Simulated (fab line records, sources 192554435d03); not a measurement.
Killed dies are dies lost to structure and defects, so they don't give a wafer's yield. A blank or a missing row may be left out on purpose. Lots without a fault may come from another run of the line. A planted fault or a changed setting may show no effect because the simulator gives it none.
Chamber matching | flow n5_finfet | N5_GATE_CUT_ETCH_36 on rie_diel-03: 4 sister chambers
The step etches SiARC in CF4, target depth 13 nm, time 21.7 s. 42 wafers are shown with their chamber, then 12 later ones without.

WAFERS WITH THEIR CHAMBER
wafer  | chamber | showerhead_plenum_p_Torr (Torr) | throttle_valve_pct (%) | drypump_motor_current_A (A)
L075.2 | 0       | 2.23                            | 15.85                  | 5.7
L075.5 | 1       | 2.06                            | 15.92                  | 6.8
L075.6 | 0       | 2.23                            | 15.84                  | 5.7
L076.1 | 0       | 2.23                            | 15.88                  | 5.7
L076.2 | 2       | 2.23                            | 15.89                  | 6.2
L076.3 | 3       | 2.08                            | 15.21                  | 5.8
L076.4 | 1       | 2.05                            | 15.91                  | 6.8
L076.5 | 0       | 2.23                            | 15.86                  | 5.8
L076.6 | 1       | 2.05                            | 15.92                  | 6.8
L078.3 | 2       | 2.23                            | 15.89                  | 6.2
L078.4 | 0       | 2.23                            | 15.86                  | 5.7
L078.6 | 1       | 2.05                            | 15.93                  | 6.8
L079.1 | 2       | 2.23                            | 15.90                  | 6.2
L079.4 | 3       | 2.08                            | 15.23                  | 5.8
L079.6 | 1       | 2.05                            | 15.92                  | 6.8
L080.1 | 3       | 2.08                            | 15.24                  | 5.8
L080.2 | 2       | 2.23                            | 15.91                  | 6.2
L080.3 | 0       | 2.23                            | 15.86                  | 5.8
L080.4 | 1       | 2.05                            | 15.94                  | 6.8
L080.5 | 0       | 2.23                            | 15.86                  | 5.7
L080.6 | 1       | 2.05                            | 15.93                  | 6.8
L082.2 | 3       | 2.08                            | 15.25                  | 5.9
L082.3 | 1       | 2.05                            | 15.93                  | 6.8
L082.6 | 0       | 2.23                            | 15.88                  | 5.7
L084.1 | 3       | 2.08                            | 15.26                  | 5.8
L084.2 | 0       | 2.22                            | 15.89                  | 5.8
L084.5 | 0       | 2.22                            | 15.88                  | 5.8
L085.4 | 3       | 2.07                            | 15.26                  | 5.8
L085.5 | 0       | 2.22                            | 15.90                  | 5.8
L085.6 | 2       | 2.23                            | 15.91                  | 6.2
L086.2 | 0       | 2.22                            | 15.90                  | 5.7
L086.4 | 3       | 2.07                            | 15.25                  | 5.8
L086.6 | 0       | 2.22                            | 15.89                  | 5.7
L087.1 | 3       | 2.07                            | 15.28                  | 5.9
L087.2 | 0       | 2.22                            | 15.92                  | 5.8
L087.3 | 2       | 2.23                            | 15.93                  | 6.2
L089.1 | 0       | 2.22                            | 15.91                  | 5.8
L089.2 | 3       | 2.07                            | 15.28                  | 5.9
L089.3 | 2       | 2.23                            | 15.94                  | 6.2
L089.4 | 1       | 2.05                            | 15.95                  | 6.7
L089.5 | 1       | 2.05                            | 15.96                  | 6.8
L089.6 | 0       | 2.22                            | 15.90                  | 5.7

SIGNATURES (means of the wafers above)
reading                  | chamber 0 | chamber 1 | chamber 2 | chamber 3 | scatter within a chamber
showerhead_plenum_p_Torr | 2.2250    | 2.0510    | 2.2300    | 2.0756    | 0.00433
throttle_valve_pct       | 15.8800   | 15.9310   | 15.9100   | 15.2511   | 0.0208
drypump_motor_current_A  | 5.744     | 6.790     | 6.200     | 5.833     | 0.0424
Rule: a wafer's distance from a chamber is the root of the sum, over the readings, of the square of ((its reading less the chamber's mean) divided by the reading's scatter). The wafer belongs to the nearest chamber; if the next one is less than 2 further off, it can't be placed. The scatter: the root of (the sum of the squares of (reading less its chamber's mean) over the shown wafers, divided by (wafers less chambers)).

WAFERS WITHOUT THEIR CHAMBER
wafer  | showerhead_plenum_p_Torr (Torr) | throttle_valve_pct (%) | drypump_motor_current_A (A)
L090.2 | 2.05                            | 15.95                  | 6.8
L090.3 | 2.22                            | 15.92                  | 5.7
L090.5 | 2.05                            | 15.97                  | 6.8
L093.1 | 2.22                            | 15.91                  | 5.7
L093.4 | 2.05                            | 15.99                  | 6.8
L093.6 | 2.22                            | 15.96                  | 6.2
L094.1 | 2.22                            | 15.92                  | 5.7
L094.2 | 2.05                            | 15.98                  | 6.8
L094.3 | 2.22                            | 15.97                  | 6.2
L097.2 | 2.22                            | 15.98                  | 6.2
L097.4 | 2.22                            | 15.95                  | 5.8
L097.5 | 2.04                            | 16.00                  | 6.8

WHICH CHAMBER EACH WENT THROUGH
wafer  | from the rows above | in truth
L090.2 | 1                   | 1
L090.3 | 0                   | 0
L090.5 | 1                   | 1
L093.1 | 0                   | 0
L093.4 | 1                   | 1
L093.6 | 2                   | 2
L094.1 | 0                   | 0
L094.2 | 1                   | 1
L094.3 | 2                   | 2
L097.2 | 2                   | 2
L097.4 | 0                   | 0
L097.5 | 1                   | 1
Placed correctly: 12 of 12. Can't be placed from these rows: 0. Placed wrongly: 0.
